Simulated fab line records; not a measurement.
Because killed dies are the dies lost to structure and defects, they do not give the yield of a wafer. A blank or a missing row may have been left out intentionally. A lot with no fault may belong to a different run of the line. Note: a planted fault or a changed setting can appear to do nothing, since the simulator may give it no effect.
Chamber matching ; flow n5 finfet ; 3 sister chambers for N5_BEOL_M0_SAQP_PECVD_00 on pecvd-02
The step deposits SiCN from 3MS/NH3, target thk 8 nm, time 14 s. 16 wafers are shown with their chamber, then 8 later ones without.

## EACH WAFER AND ITS CHAMBER
wafer;chamber;showerhead vpp V (V);throttle valve pct (%);showerhead plenum p Torr (Torr)
L074.1;2;818;8.4;3.665
L074.3;0;934;9.1;3.678
L074.6;1;925;9.0;3.684
L075.1;0;936;9.1;3.672
L075.4;1;925;9.4;3.671
L075.5;2;828;8.3;3.651
L078.1;0;943;9.0;3.671
L078.2;2;842;8.4;3.657
L078.6;1;932;8.8;3.684
L080.2;0;942;9.0;3.678
L080.3;2;829;8.4;3.656
L080.4;2;838;8.4;3.667
L081.1;2;823;8.7;3.655
L081.3;1;926;9.2;3.687
L081.6;2;830;8.3;3.664
L084.1;2;816;8.7;3.655

SIGNATURES (means of the wafers above)
reading;chamber 0;chamber 1;chamber 2;scatter within a chamber
showerhead vpp V;938.75;927.00;828.00;7.14
throttle valve pct;9.050;9.100;8.450;0.173
showerhead plenum p Torr;3.67475;3.68150;3.65875;0.00575
Rule: distance of a wafer from a chamber = root of the sum over the readings of ((wafer's reading minus chamber's mean) / reading's scatter) squared. The wafer belongs to the nearest chamber; if the next one is less than 2 further off, it can't be placed. The scatter is the square root of a quotient: the sum, over the shown wafers, of each reading's squared deviation from its chamber's mean, divided by wafers minus chambers.

## WAFERS WHOSE CHAMBER IS MISSING
wafer;showerhead vpp V (V);throttle valve pct (%);showerhead plenum p Torr (Torr)
L084.2;926;9.2;3.686
L084.5;916;8.9;3.679
L087.2;910;9.0;3.672
L087.4;837;8.7;3.657
L087.6;831;8.8;3.668
L096.1;916;9.2;3.683
L096.4;917;9.1;3.673
L096.5;842;8.6;3.656

## CHAMBER TAKEN BY EACH
wafer;from the rows above;in truth
L084.2;can't be placed: 1 or 0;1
L084.5;can't be placed: 1 or 0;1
L087.2;can't be placed: 1 or 0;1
L087.4;2;2
L087.6;2;2
L096.1;can't be placed: 1 or 0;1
L096.4;can't be placed: 1 or 0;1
L096.5;2;2
3 of 8 placed correctly. Not placeable from these rows: 5 (in 5, the candidates include the true chamber). Wrongly placed: 0.
